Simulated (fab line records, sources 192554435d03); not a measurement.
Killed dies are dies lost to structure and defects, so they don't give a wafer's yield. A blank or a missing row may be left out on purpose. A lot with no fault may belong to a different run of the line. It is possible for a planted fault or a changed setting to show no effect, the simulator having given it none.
Comparing a struck lot with a sound one / flow n5Finfet / 19 out of 1938 route steps
Sound: these wafers, L218.1, L218.4, L218.6. Struck: wafer L234.3. (L234.1, L234.5 of the same lot were not struck and are left out.) The cause comes at the end.
Order at every step that has rows: each side's tool, ch and its chambers, its first start. Under that, the readings that differ: sound wafers / struck wafers / difference of the means / sigmas: that difference in standard deviations of wafers without a fault.
alike: words and numbers the same on both sides, and readings whose means are apart by under 2 such deviations; not compared: readings that were withheld, readings missing a value for some wafer, numbers with overlapping values and no deviation given by the record, and bounds like >300 which may hide the same value.
The two part at a step that has a row with sigmas, a row that says differs or no value, or rows on one side only. Numbers that don't overlap but have no deviation are shown without sigmas and don't part them. A reading missing from all wafers of one side parts the sides only when that side holds two or more wafers.

first, 2 steps without rows for these wafers: N5_BEOL_M13_ETCH_68 (etches SOC in N2/H2, time 355 s); N5_BEOL_M13_STRIP_69 (strips in N2/H2).
N5_BEOL_M13_TRENCH_ETCH_34: etches SiOC in C4F8/O2/Ar, target depth 413.47 nm, time 162.6 s.
  sound on rieDiel-02 ch 1,2,3, day 12 13:35; struck on rieDiel-01 ch 0, day 18 08:35
  alike: O2_flow_sccm, drypumpMotorCurrentA, heOuterTorr, oesProductAu, rfVppV, showerheadPlenumPTorr, throttleValvePct
  not compared: rfHoursCounterH
then, 1 step without rows for these wafers: N5_BEOL_M13_STRIP_70 (strips in C4F8/O2/Ar).
N5_BEOL_M13_OCD_MEAS_35:
  struck on ocd-01, day 18 08:46; sound on ocd-01, day 12 13:46
reading=trenchDepthNm (nm); sound=412 416 414; struck=400; difference=-14; sigmas=-3
N5_BEOL_M13_STRIP_37: strips in N2/H2.
  sound on plasmaAsher-01 ch 0,1, day 12 13:49; struck on plasmaAsher-02 ch 1, day 18 08:48
reading=heaterPowerW (W); sound=334 290 283; struck=417; difference=+115; sigmas=+2
  alike: drypumpMotorCurrentA, oesProductAu
  not compared: rfHoursCounterH
then, 3 steps without rows for these wafers: N5_BEOL_M13_ETCH_38 (etches SiCN in CF4/N2, target depth 67.5 nm, time 71.9 s); N5_BEOL_M13_PRECLEAN_39 (cleans in residue remover, time 60 s); N5_BEOL_M13_SRD_40 (time 30 s, dry time 30 s).
N5_BEOL_M13_DEGAS_41: time 60 s.
  struck on pvdSputter-02, day 18 09:18; sound on pvdSputter-02, day 12 14:28
  alike: heaterPowerW
then, 1 step without rows for these wafers: N5_BEOL_M13_PRE_CLEAN_42 (time 30 s).
N5_BEOL_M13_SPUTTER_43: material TaN, target thk 15 nm, time 24.19 s.
  struck on pvdSputter-02, day 18 09:23; sound on pvdSputter-02, day 12 14:33
  alike: cathodeDcPowerW, throttleValvePct
N5_BEOL_M13_SPUTTER_44: material Ta, target thk 10 nm, time 16.13 s.
  struck on pvdSputter-02, day 18 09:28; sound on pvdSputter-02, day 12 14:38
reading=cathodeDcPowerW (W); sound=15000 14998 15003; struck=18857; difference=+3857; sigmas=+99 or more
reading=model.Ta_of_BEOL_M13_SPUTTER_44.thkNm (nm); sound=10 9.8 9.8; struck=12.6; difference=+2.7; sigmas=
  alike: throttleValvePct
N5_BEOL_M13_SPUTTER_45: material Cu, target thk 80 nm, time 13.33 s.
  struck on pvdSputter-02, day 18 09:32; sound on pvdSputter-02, day 12 14:43
  alike: cathodeDcPowerW, throttleValvePct
then, 2 steps without rows for these wafers: N5_BEOL_M13_ECD_47 (material Cu, target thk 936 nm); N5_BEOL_M13_ANNEAL_48 (time 90 s).
N5_BEOL_M13_CMP_49: polishes, stops on SiOC, t overpolish 17.1 s, target thk 420 nm.
  sound on cmp-04 ch 0,1, day 12 15:17; struck on cmp-02 ch 0, day 18 10:16
reading=barrierFieldEndpointS (s); sound=29.3 30.1 29.8; struck=33.8; difference=+4.1; sigmas=+7
  alike: motorCurrentA
  not compared: padLifeWafers
N5_BEOL_M13_THK_MEAS_50: measures by xrf.
  struck on filmMetro-02, day 18 10:34; sound on filmMetro-02, day 12 15:35
reading=M13_THK (nm); sound=420 424 419; struck=406; difference=-15; sigmas=-3
N5_PASSIVATION_PROBE_49:
  struck on prober-01, day 19 19:16; sound on prober-01, day 14 03:19
reading=killed_at_M0_to_M3; sound=54 38 55; struck=15; difference=-34; sigmas=-3
reading=killedAtOther; sound=3 2 3; struck=10; difference=+7; sigmas=+3
reading=killedShort; sound=44 46 52; struck=30; difference=-17; sigmas=-2
  alike: defectLimitedYield, killed_at_M4_up, killedAtContacts, killedAtFrontEnd, killedDies, killedOpen, sort_bin_5_function, sort_bin_6_memory, sortNPass, sortYieldPct

WHERE THEY PART
First at N5_BEOL_M13_OCD_MEAS_35; last, within this record, at N5_PASSIVATION_PROBE_49.

WHY: the cause the simulator had injected
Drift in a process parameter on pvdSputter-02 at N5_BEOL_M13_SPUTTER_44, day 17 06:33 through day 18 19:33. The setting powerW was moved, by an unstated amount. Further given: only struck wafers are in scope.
